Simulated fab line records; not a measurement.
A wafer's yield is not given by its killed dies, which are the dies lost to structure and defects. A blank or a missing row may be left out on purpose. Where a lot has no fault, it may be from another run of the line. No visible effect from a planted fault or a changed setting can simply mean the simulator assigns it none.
A lot that was struck, set against a sound lot -- flow nand harc -- 41 out of 1302 route steps
Sound: these wafers, L408.1, L408.4, L408.5. Struck: wafer L420.4. The cause is named last.
Per side, at each step with rows, come the tool, then ch with its chambers, and then its first start. Under that, the readings that differ: sound wafers -- struck wafers -- difference of the means -- sigmas: that difference in standard deviations of wafers without a fault.
alike: a reading whose means differ by less than 2 such deviations, as well as words and numbers matching on both sides. not compared: withheld readings; readings where some wafer has no value; bounds like >300 that might hide an equal value; numbers whose values overlap and for which the record gives no deviation.
Wherever a step has rows on one side only, a row that says differs or no value, or a row with sigmas, the two part there. Numbers that have no deviation but don't overlap get no sigmas and don't part them. Lack of a reading on every wafer of one side parts them only where that side has two or more wafers.

first, 7 steps without rows for these wafers: NHARC_A_CHANNEL_HOLE_D1_STRIP_41 (strips in N2/H2); NHARC_A_CHANNEL_HOLE_D1_STRIP_42 (strips in CF4/CHF3); NHARC_A_CHANNEL_HOLE_D1_STRIP_43 (strips in O2/COS); NHARC_A_CHANNEL_HOLE_D1_ETCH_44 (etches the open film in CF4/O2, target depth 140 nm, overetch 14 nm, time 77 s); NHARC_A_CHANNEL_HOLE_D1_STRIP_27 (strips in O2); NHARC_A_CHANNEL_HOLE_D1_PRECLEAN_28 (cleans in SC1); NHARC_A_CHANNEL_HOLE_D1_SRD_29.
NHARC_A_CHANNEL_HOLE_D1_CD_MEAS_30:
  sound on cd sem-02 at day 10 10:16; struck on cd sem-02 at day 15 13:03
  alike: cd nm
following that, these wafers have no rows for 1 step: NHARC_A_CHANNEL_HOLE_D1_XSEM_31.
NHARC_A_CHANNEL_HOLE_D1_INSPECT_40:
  sound on defect inspect-01 at day 10 10:27; struck on defect inspect-02 at day 15 13:14
  alike: raw defect count
then, 2 steps without rows for these wafers: NHARC_A_CHANNEL_FILL_D1_PRECLEAN_00 (cleans in SC1); NHARC_A_CHANNEL_FILL_D1_SRD_01.
NHARC_A_CHANNEL_FILL_D1_ALD_02: deposits SiO2, target thk 6 nm, pulse time 10 s, ald cycles 60.
  sound on ald hk-02 ch 0,2, day 10 10:43; struck on ald hk-04 ch 0, day 15 13:26
reading,sound,struck,difference,sigmas
ald cycles,60 60 60,27,-33,
  alike: heater power w, precursor pulse height rel
then, 6 steps without rows for these wafers: NHARC_A_CHANNEL_FILL_D1_ALD_03 (deposits SiNx, target thk 6 nm, pulse time 60 s, ald cycles 58); NHARC_A_CHANNEL_FILL_D1_ALD_14 (deposits SiO2, target thk 2.5 nm, pulse time 10 s, ald cycles 25); NHARC_A_CHANNEL_FILL_D1_ALD_15 (deposits SiNx, target thk 2 nm, pulse time 60 s, ald cycles 19); NHARC_A_CHANNEL_FILL_D1_ALD_16 (deposits SiO2, target thk 1.5 nm, pulse time 10 s, ald cycles 15); NHARC_A_CHANNEL_FILL_D1_ANNEAL_17 (time 1800 s); NHARC_A_CHANNEL_FILL_D1_CVD_18 (deposits poly-Si, target thk 3 nm).
NHARC_A_CHANNEL_FILL_D1_ETCHBACK_19: etches the open film in HBr/Cl2, target depth 5 nm, time 1.7 s.
  sound on rie si-01 ch 0,2, day 11 11:36; struck on rie si-06 ch 3, day 16 13:53
  alike: drypump motor current A, hbr flow sccm, oes product au, throttle valve pct
  not compared: rf hours counter h
NHARC_A_CHANNEL_FILL_D1_ETCHBACK_20: etches the open film in C4F8/O2/Ar, target depth 27 nm, time 13.5 s.
  sound on rie diel-06 ch 0,2,3, day 11 11:44; struck on rie diel-07 ch 0, day 16 14:02
  alike: oes product au, rf vpp V
  not compared: rf hours counter h
NHARC_A_CHANNEL_FILL_D1_STRIP_28: strips in O2, time 20 s.
  sound on rie diel-06 ch 0,3, day 11 11:49; struck on rie diel-07 ch 0, day 16 14:07
reading,sound,struck,difference,sigmas
oes product au (a.u.),1.007 0.983 1.001,0.977,-0.020,-2
  alike: drypump motor current A, rf vpp V, showerhead plenum p Torr, throttle valve pct
  not compared: rf hours counter h
then, 5 steps without rows for these wafers: NHARC_A_CHANNEL_FILL_D1_PRECLEAN_21 (cleans in dHF, time 30 s); NHARC_A_CHANNEL_FILL_D1_SRD_23; NHARC_A_CHANNEL_FILL_D1_CVD_05 (deposits poly-Si, target thk 5 nm); NHARC_A_CHANNEL_FILL_D1_ANNEAL_22 (time 7200 s); NHARC_A_CHANNEL_FILL_D1_ALD_25 (deposits SiOx, target thk 60 nm, pulse time 10 s, ald cycles 600).
NHARC_A_CHANNEL_FILL_D1_ETCHBACK_08: etches the open film in C4F8, target depth 220 nm, time 110 s.
  sound: rie diel-06 ch 0,2; struck: rie diel-07 ch 0
  alike: oes product au, rf vpp V
  not compared: rf hours counter h
NHARC_A_CHANNEL_FILL_D1_STRIP_29: strips in O2, time 20 s.
  sound: rie diel-06 ch 0,1,2; struck: rie diel-07 ch 3
  alike: drypump motor current A, oes product au, rf vpp V, showerhead plenum p Torr, throttle valve pct
  not compared: rf hours counter h
then, 5 steps without rows for these wafers: NHARC_A_CHANNEL_FILL_D1_PRECLEAN_30 (cleans in dHF, time 30 s); NHARC_A_CHANNEL_FILL_D1_SRD_31; NHARC_A_CHANNEL_FILL_D1_CVD_09 (deposits poly-Si, target thk 150 nm, time 3000 s); NHARC_A_CHANNEL_FILL_D1_CMP_10 (polishes, target thk 150 nm); NHARC_A_CHANNEL_FILL_D1_SRD_12.
NHARC_A_CHANNEL_FILL_D1_INSPECT_13:
  sound on defect inspect-02 at day 12 16:19; struck on defect inspect-01 at day 17 14:52
  alike: raw defect count
then, 4 steps without rows for these wafers: NHARC_A_DECK1_JOINT_ETCHBACK_07 (etches the open film in HBr, target depth 105 nm, time 26.9 s); NHARC_A_DECK1_JOINT_ETCH_25 (etches SiO2 in dHF, target depth 0.5 nm); NHARC_A_DECK1_JOINT_ETCH_19 (etches poly-Si in TMAH, target depth 3 nm); NHARC_A_DECK1_JOINT_ETCH_18 (etches SiO2 in dHF, target depth 3 nm).
-- jump in the record: it breaks off in module A_DECK1_JOINT and resumes in module END (first step shown: number 1301 of the route), and 13 days separate the struck wafers' starts before and after --
NHARC_END_WLT_00:
  sound on prober-01 at day 25 18:23; struck on prober-01 at day 30 23:13
reading,sound,struck,difference,sigmas
VT_DECK1_BOTTOM,0.870 0.886 0.868,0.856,-0.019,-3
VT_DECK1_BOTTOM_INNER,0.874 0.879 0.871,0.847,-0.028,-4
VT_DECK1_MEDIAN_NEAR_BOTTOM,0.867 0.884 0.873,0.857,-0.018,-2
VT_DECK1_MIDDLE,0.892 0.897 0.884,0.874,-0.017,-2
VT_DECK1_TOP,0.899 0.914 0.903,0.886,-0.019,-3
VT_DECK1_TOP_INNER,0.901 0.905 0.904,0.877,-0.026,-4
  alike: VT_DECK1_MEDIAN_NEAR_BOTTOM_INNER, VT_DECK1_MIDDLE_INNER, VT_DECK2_BOTTOM, VT_DECK2_BOTTOM_INNER, VT_DECK2_MEDIAN_NEAR_BOTTOM, VT_DECK2_MEDIAN_NEAR_BOTTOM_INNER, VT_DECK2_MIDDLE, VT_DECK2_MIDDLE_INNER, VT_DECK2_TOP, VT_DECK2_TOP_INNER
NHARC_END_SORT_01:
  sound on prober-01 ch 0, day 25 21:24; struck on prober-01 ch 0, day 31 03:06
  alike: killed at array, killed at other, killed at periphery, killed dies, killed open, killed short

WHERE THEY PART
Last at NHARC_END_WLT_00 as far as this record goes, first at NHARC_A_CHANNEL_FILL_D1_STRIP_28. Later steps at which nothing parts them and some readings are alike: NHARC_END_SORT_01.

WHY: what had been put in by the simulator
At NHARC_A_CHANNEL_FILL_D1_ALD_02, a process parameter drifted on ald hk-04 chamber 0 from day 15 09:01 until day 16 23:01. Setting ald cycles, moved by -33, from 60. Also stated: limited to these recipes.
